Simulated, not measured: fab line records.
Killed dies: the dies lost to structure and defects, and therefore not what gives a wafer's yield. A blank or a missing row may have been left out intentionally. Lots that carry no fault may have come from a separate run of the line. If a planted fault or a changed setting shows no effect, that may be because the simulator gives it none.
Matching of chambers | flow n5-finfet | N5_FIN_SAQP_ETCH_34 on rie-diel-05 has 4 sister chambers
The step etches SiO2 in C4F6/O2, target depth 45 nm, time 15 s. 14 wafers are shown with their chamber, then 7 later ones without.

## WAFERS WITH THEIR CHAMBER
wafer  | chamber | drypump-motor-current-A (A) | throttle-valve-pct (%) | rf-vpp-V (V)
L074.1 | 3       | 5.9                         | 20.5                   | 665
L074.2 | 0       | 6.2                         | 21.0                   | 649
L074.3 | 1       | 5.8                         | 21.6                   | 669
L074.4 | 2       | 5.4                         | 20.7                   | 678
L074.5 | 1       | 5.8                         | 21.6                   | 672
L074.6 | 2       | 5.4                         | 20.7                   | 678
L079.1 | 2       | 5.4                         | 20.7                   | 678
L079.2 | 1       | 5.8                         | 21.6                   | 670
L079.3 | 3       | 5.8                         | 20.6                   | 665
L086.1 | 3       | 5.9                         | 20.6                   | 665
L086.3 | 0       | 6.2                         | 20.6                   | 661
L086.5 | 1       | 5.9                         | 21.6                   | 670
L087.3 | 3       | 5.8                         | 20.6                   | 664
L087.4 | 0       | 6.2                         | 20.6                   | 661

SIGNATURES, as means of the wafers listed above
reading                 | chamber 0 | chamber 1 | chamber 2 | chamber 3 | scatter within a chamber
drypump-motor-current-A | 6.200     | 5.825     | 5.400     | 5.850     | 0.0418
throttle-valve-pct      | 20.733    | 21.600    | 20.700    | 20.575    | 0.107
rf-vpp-V                | 657.00    | 670.25    | 678.00    | 664.75    | 3.19
Rule: for each reading, subtract the chamber's mean from the wafer's reading, divide by that reading's scatter and square the result; add these up over the readings and take the root, which gives the wafer's distance from the chamber. If the next closest chamber is less than 2 further off than the closest, the wafer can't be placed; otherwise it belongs to the closest. The scatter: take each reading less its chamber's mean, square it, sum over the shown wafers, divide by the number of wafers less the number of chambers, and take the root.

## WAFERS WHOSE CHAMBER IS MISSING
wafer  | drypump-motor-current-A (A) | throttle-valve-pct (%) | rf-vpp-V (V)
L087.5 | 5.4                         | 20.7                   | 678
L089.1 | 6.2                         | 20.6                   | 661
L089.4 | 5.9                         | 21.6                   | 672
L089.6 | 5.8                         | 21.6                   | 670
L093.3 | 6.2                         | 20.6                   | 661
L093.4 | 6.2                         | 20.6                   | 660
L093.5 | 5.8                         | 20.6                   | 664

## CHAMBER TAKEN BY EACH
wafer  | from the rows above | in truth
L087.5 | 2                   | 2
L089.1 | 0                   | 0
L089.4 | 1                   | 1
L089.6 | 1                   | 1
L093.3 | 0                   | 0
L093.4 | 0                   | 0
L093.5 | 3                   | 3
Correctly placed: 7 of 7. Can't be placed from these rows: 0. Number placed wrongly: 0.
